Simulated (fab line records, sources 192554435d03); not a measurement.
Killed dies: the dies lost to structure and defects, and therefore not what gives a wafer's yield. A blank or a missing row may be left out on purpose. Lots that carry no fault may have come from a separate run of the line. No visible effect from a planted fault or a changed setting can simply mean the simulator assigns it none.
3 desks looking at one fault	flow n5Finfet	each desk has only its own numbers; what lay behind them comes last

THE TOOL OWNER'S DESK: cmp-03
The tool's own readings at N5_HKMG_FIN_CMP_94 (polishes, stops on SiNx, t overpolish 4.7 s, target thk 43.299 nm): means of the sampled wafers that have a number, for each lot that ran on this tool. The brackets show how far a lot's mean lies from the usual mean; more than 4 standard deviations puts the lot out of limits, marked OUT.
Columns: A = headPressurePsi at N5_HKMG_FIN_CMP_94, usual 3.999 psi; B = motorCurrentA at N5_HKMG_FIN_CMP_94, usual 12.5 A
lot	first seen here	A	B
L840	day 4 14:12	4.003	12.9
L845	day 5 20:26	4.005	12.1
L849	day 6 19:58	4.429 (+51) OUT	13.9
L851	day 7 12:37	4.863 (+99 or more) OUT	14.7
Finding of this desk: L849, L851 out of limits; the first was L849 at day 6 19:58, on headPressurePsi at N5_HKMG_FIN_CMP_94. In limits: L840, L845.

THE DEFECT DESK
Lot by lot, what the route's inspections counted, given as the mean of those sampled wafers with a number. The brackets show how far a lot's mean lies from the usual mean; more than 4 standard deviations puts the lot out of limits, marked OUT.
Columns: A = rawDefectCount at N5_HKMG_FIN_INSPECT_28, usual 43
lot	first seen here	A
L840	day 4 14:26	23
L842	day 5 03:09	71
L845	day 5 20:40	41
L849	day 6 20:07	44
L851	day 7 12:51	44
L855	day 8 09:14	43
L856	day 8 15:37	65
L857	day 9 01:49	54
L858	day 9 04:03	83
L860	day 9 16:10	24
This desk's finding: nothing out of limits on any of the 10 lots.

THE METROLOGY DESK
What the gauges read for every lot (on any tool): the sampled wafers with a number, averaged. The brackets show how far a lot's mean lies from the usual mean; more than 4 standard deviations puts the lot out of limits, marked OUT. Readings shown: 7 of its 10, picked as those furthest out on some lot.
Columns: A = DIBL_N at N5_BEOL_M4_RC_MEAS_101, usual 36.1 mV/V; B = DIBL_P at N5_BEOL_M4_RC_MEAS_101, usual 36.3 mV/V; C = IOFF_N at N5_BEOL_M4_RC_MEAS_101, usual 0.162 nA/um; D = IOFF_P at N5_BEOL_M4_RC_MEAS_101, usual 0.22 nA/um; E = SS_P at N5_BEOL_M4_RC_MEAS_101, usual 73.4 mV/dec; F = VT_N at N5_BEOL_M4_RC_MEAS_101, usual 249.4 mV; G = VT_P at N5_BEOL_M4_RC_MEAS_101, usual -249 mV
lot	first seen here	A	B	C	D	E	F	G
L840	day 8 04:13	36.2	36.7	0.169	0.23	73.5	247.8	-247
L842	day 8 08:53	37.2	36.2	0.196	0.26	74.1	246.4	-245
L845	day 9 10:20	36.9	36.0	0.156	0.24	73.5	248.7	-245
L849	day 10 03:59	34.3	35.0	0.150	0.18	73.0	249.5	-252
L851	day 11 00:41	36.7	37.4	0.172	0.24	73.8	246.2	-248
L856	day 11 23:51	35.4	36.2	0.156	0.22	73.1	249.0	-249
L855	day 12 01:59	35.8	35.8	0.140	0.19	73.1	252.9	-252
L858	day 12 14:11	35.9	36.9	0.170	0.20	73.7	248.5	-251
L857	day 12 17:29	36.0	35.7	0.147	0.20	73.0	251.9	-252
L860	day 13 13:46	35.3	34.6	0.136	0.21	72.9	250.7	-247
This desk's finding: nothing out of limits on any of the 10 lots.

BROUGHT TOGETHER
The tool owner's desk had the chance to raise an alarm at day 6 19:58 on L849, L851.
Nothing out of limits was seen by the defect desk.
The metrology desk saw nothing out of limits.
The defect desk has L849, L851 on record, within its limits.
The metrology desk has L849, L851 on record, within its limits.
N5_HKMG_FIN_CMP_94 was run on cmp-03 by each of the lots named.

WHAT HAD BEEN PUT IN BY THE SIMULATOR
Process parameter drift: cmp-03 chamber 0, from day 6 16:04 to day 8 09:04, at N5_HKMG_FIN_CMP_94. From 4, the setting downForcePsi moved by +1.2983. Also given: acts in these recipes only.
Lots struck among those shown: L849, L851.
Delay in hours, fault start to first out-of-limits reading, by desk: the tool owner's desk at 4.
